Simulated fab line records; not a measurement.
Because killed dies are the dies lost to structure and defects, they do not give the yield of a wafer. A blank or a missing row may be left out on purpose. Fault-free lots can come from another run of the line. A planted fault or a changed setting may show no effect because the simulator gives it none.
Lot-split experiment	flow n5_finfet	7 lots, 39 wafers read, on a route of 1938 steps

== ABOUT THE SPLIT ==
At N5_BEOL_M11_ETCH_62 (etches SOC in N2/H2, target depth 110 nm, overetch 22 nm, time 165 s), the setting time_s was moved away from the recipe's 165 s on 12 of the 39 wafers read, by -57.5% to +48.7%. The other wafers ran this setting at the recipe's value.

The reading comes from the split's own step.

== THE READING ==
SiARC_of_BEOL_M11_COAT_60.thk_nm (the simulator's own value, which no gauge read), in nm, at N5_BEOL_M11_ETCH_62 (etches SOC in N2/H2, target depth 110 nm, overetch 22 nm, time 165 s). There is no usual value for it anywhere in the file. The 27 wafers here that ran the recipe average 23.5 nm, standard deviation 0.2 nm.

wafer	tool, chamber at the split	time_s as run, s	against the recipe	SiARC_of_BEOL_M11_COAT_60.thk_nm, nm	against lot-mates on the recipe
L075.1	rie_diel-06, 3,1	245.3	+48.7%	20.8	-2.8
L075.6	rie_diel-06, 3,1	245.3	+48.7%	20.8	-2.8
L075.2	rie_diel-06, 0	245.3	+48.7%	20.4	-3.2
L075.3	rie_diel-06, 1	165	recipe	23.8	-
L075.4	rie_diel-06, 2	165	recipe	23.4	-
L075.5	rie_diel-06, 0	165	recipe	23.6	-
L076.1	rie_diel-02, 1	95.67	-42.0%	26	+2.3
L076.2	rie_diel-02, 3	165	recipe	23.6	-
L076.3	rie_diel-02, 2	95.67	-42.0%	26.2	+2.5
L076.4	rie_diel-02, 0	165	recipe	23.8	-
L076.5	rie_diel-02, 0	95.67	-42.0%	26.2	+2.5
L076.6	rie_diel-02, 3	165	recipe	23.6	-
L084.1	rie_diel-05, 1	100.8	-38.9%	26	+2.6
L084.2	rie_diel-05, 3	100.8	-38.9%	26	+2.6
L084.3	rie_diel-05, 0	165	recipe	23.4	-
L084.4	rie_diel-05, 2	165	recipe	23.6	-
L084.5	rie_diel-05, 0	165	recipe	23.2	-
L084.6	rie_diel-05, 3	100.8	-38.9%	26	+2.6
L091.2	rie_diel-06, 2	165	recipe	23.4	-
L091.5	rie_diel-06, 2	165	recipe	23.4	-
L091.6	rie_diel-06, 1	165	recipe	23.6	-
L096.1	rie_diel-05, 1	70.08	-57.5%	27.2	+3.7
L096.2	rie_diel-05, 0	70.08	-57.5%	27	+3.5
L096.3	rie_diel-05, 3	165	recipe	23.6	-
L096.4	rie_diel-05, 0	165	recipe	23	-
L096.5	rie_diel-05, 3	165	recipe	23.8	-
L096.6	rie_diel-05, 1	70.08	-57.5%	27.2	+3.7
L095.1	rie_diel-06, 0	165	recipe	23.4	-
L095.2	rie_diel-06, 1	165	recipe	23.6	-
L095.3	rie_diel-06, 3	165	recipe	23.6	-
L095.4	rie_diel-06, 2	165	recipe	23.2	-
L095.5	rie_diel-06, 0	165	recipe	23.4	-
L095.6	rie_diel-06, 3	165	recipe	23.6	-
L097.1	rie_diel-02, 1	165	recipe	23.2	-
L097.2	rie_diel-02, 0	165	recipe	23.8	-
L097.3	rie_diel-02, 3	165	recipe	23.6	-
L097.4	rie_diel-02, 2	165	recipe	23.4	-
L097.5	rie_diel-02, 3	165	recipe	23.6	-
L097.6	rie_diel-02, 2	165	recipe	23.4	-
The file does not say which wafer passed through which chamber wherever a row lists several chambers: such a row stands for several wafers.

FIT RESULTS
A straight line over all 39 wafers: SiARC_of_BEOL_M11_COAT_60.thk_nm changes by -0.0616 nm for each +1% of time_s; r = -0.99; the points scatter about the line by 0.19 nm.
The same after taking each lot's own level away (the mean of its wafers on the recipe; 39 wafers): -0.0622 nm for each +1%; r = -0.99; scatter 0.19 nm.
That fit puts the effect of the largest move of time_s on the reading at 3.6 nm.
From 23.40 to 23.67 nm: that is the span of the lots' own levels, equal to 1.3 times the standard deviation above.
Consequently the slope shifts little with the lot-to-lot level, the two slopes agreeing.
Check: +3.57 nm against its lot-mates is what the line predicts for one of the wafers moved furthest among these (-57.5%) when that wafer is left out of the fit. Against them it came out at +3.73 nm.

== THESE WAFERS: OTHER SPLITS ==
These wafers also went through other splits before the reading. Each is held against what the fit with the lots' levels taken away leaves over:
other split on the same wafers	wafers away from the commonest value	r with SiARC_of_BEOL_M11_COAT_60.thk_nm (lot level and that fit taken away)
N5_BEOL_M6_ETCH_62 time_s	18	+0.13
N5_BEOL_M8_CURE_75 time_s	15	+0.27

== THE WHOLE CHAIN: every reading that the file lists as answering this split, in the file's order ==
step	what it does	reading	change (the file's fit)	r (the file's)
N5_BEOL_M11_ETCH_62	etches SOC in N2/H2, target depth 110 nm, overetch 22 nm, time 165 s	etch.depth_nm (the simulator's own value, which no gauge read)	not straight: 57.28 at the lowest setting, 100.1 at the recipe, 100.2 at the highest	not given
N5_BEOL_M11_ETCH_62	etches SOC in N2/H2, target depth 110 nm, overetch 22 nm, time 165 s	SiARC_of_BEOL_M11_COAT_60.thk_nm (the simulator's own value, which no gauge read)	-0.0624 nm for each +1% of the setting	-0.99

== FILE'S OWN FIT ==
SiARC_of_BEOL_M11_COAT_60.thk_nm changes by -0.0624 nm for each +1% of time_s, r = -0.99.
